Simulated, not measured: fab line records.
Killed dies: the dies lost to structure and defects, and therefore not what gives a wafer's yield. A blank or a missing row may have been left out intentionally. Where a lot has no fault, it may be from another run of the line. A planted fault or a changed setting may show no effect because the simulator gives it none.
Split-lot study	flow n5-finfet	on a route of 1938 steps: 7 lots, 21 wafers read

## THE SPLIT ITSELF
At N5_BEOL_M10_EXPOSE_25 (exposes mask V9), the setting dose-mj was moved away from the recipe's 85.5 on 5 of the 21 wafers read, by -6.5% to +6.5%. For the rest of the wafers, this setting stayed at what the recipe calls for.

## FROM THE SPLIT TO THE READING: what the file shows between them, 2 steps
- N5_BEOL_M10_PEB_26: peb time 60 s
- N5_BEOL_M10_DEVELOP_27: develop time 30 s

## THE READING
Shown in nm: cd-nm at N5_BEOL_M10_CD_MEAS_28, with target cd 70 nm. Typical for fault-free wafers on this fab line: 70.2 nm, with standard deviation 0.69 nm.

wafer	tool, chamber at the split	dose-mj as run	against the recipe	cd-nm, nm	against lot-mates on the recipe
L078.1	arfi-scanner-02, 0	85.5	recipe	70.3	-
L078.2	arfi-scanner-02, 0	85.5	recipe	69.7	-
L078.6	arfi-scanner-02, 0	85.5	recipe	71.0	-
L079.3	arfi-scanner-02, 0	80.72	-5.6%	65.1	-3.6
L079.4	arfi-scanner-02, 0	85.5	recipe	68.1	-
L079.5	arfi-scanner-02, 0	85.5	recipe	69.2	-
L087.3	arfi-scanner-03, 0	85.5	recipe	70.8	-
L087.4	arfi-scanner-03, 0	85.5	recipe	70.6	-
L087.6	arfi-scanner-03, 0	85.5	recipe	70.8	-
L088.4	arfi-scanner-01, 0	85.5	recipe	71.6	-
L088.5	arfi-scanner-01, 0	88.71	+3.8%	74.6	+3.2
L088.6	arfi-scanner-01, 0	85.5	recipe	71.3	-
L091.1	arfi-scanner-02, 0	85.5	recipe	70.2	-
L091.3	arfi-scanner-02, 0	91.08	+6.5%	75.4	+5.2
L091.4	arfi-scanner-02, 0	91.08	+6.5%	76.0	+5.8
L093.1	arfi-scanner-01, 0	85.5	recipe	70.7	-
L093.3	arfi-scanner-01, 0	85.5	recipe	71.3	-
L093.4	arfi-scanner-01, 0	85.5	recipe	70.6	-
L097.2	arfi-scanner-02, 0	85.5	recipe	70.6	-
L097.4	arfi-scanner-02, 0	79.98	-6.5%	64.7	-6.1
L097.5	arfi-scanner-02, 0	85.5	recipe	71.0	-

THE FIT
A straight line over all 21 wafers: cd-nm changes by +0.878 nm for each +1% of dose-mj; r = +0.95; the points scatter about the line by 0.83 nm.
The same after taking each lot's own level away (the mean of its wafers on the recipe; 21 wafers): +0.829 nm for each +1%; r = +0.98; scatter 0.45 nm.
According to that fit, moving dose-mj by its largest amount changes the reading by 5.4 nm.
The span of the lots' own levels, 68.65 to 71.45 nm, comes to 4.1 times the standard deviation stated above.
Consequently the slope shifts little with the lot-to-lot level, the two slopes agreeing.
Check: +5.53 nm against its lot-mates is what the line predicts for one of the wafers moved furthest among these (+6.5%) when that wafer is left out of the fit. Against them it came out at +5.2 nm.

## OTHER SPLITS ON THESE WAFERS
Note: prior to the reading, these wafers also went through further splits. Each is held against what the fit with the lots' levels taken away leaves over:
other split on the same wafers	wafers away from the commonest value	r with cd-nm (lot level and that fit taken away)
N5_BEOL_M7_COAT_60 spin-rpm	6	+0.02
N5_BEOL_M8_ETCH_61 bias-w	9	-0.07
N5_BEOL_M8_COAT_22 spin-rpm	5	-0.38
N5_BEOL_M8_DESCUM_33 time-s	7	+0.35
N5_BEOL_M9_ETCH_65 bias-w	4	-0.04
N5_BEOL_M9_VIA_ETCH_34 source-w	5	-0.08
N5_BEOL_M10_COAT_63 spin-rpm	7	+0.08

## THE FILE'S OWN FIT
cd-nm changes by +0.831 nm for each +1% of dose-mj, r = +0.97.
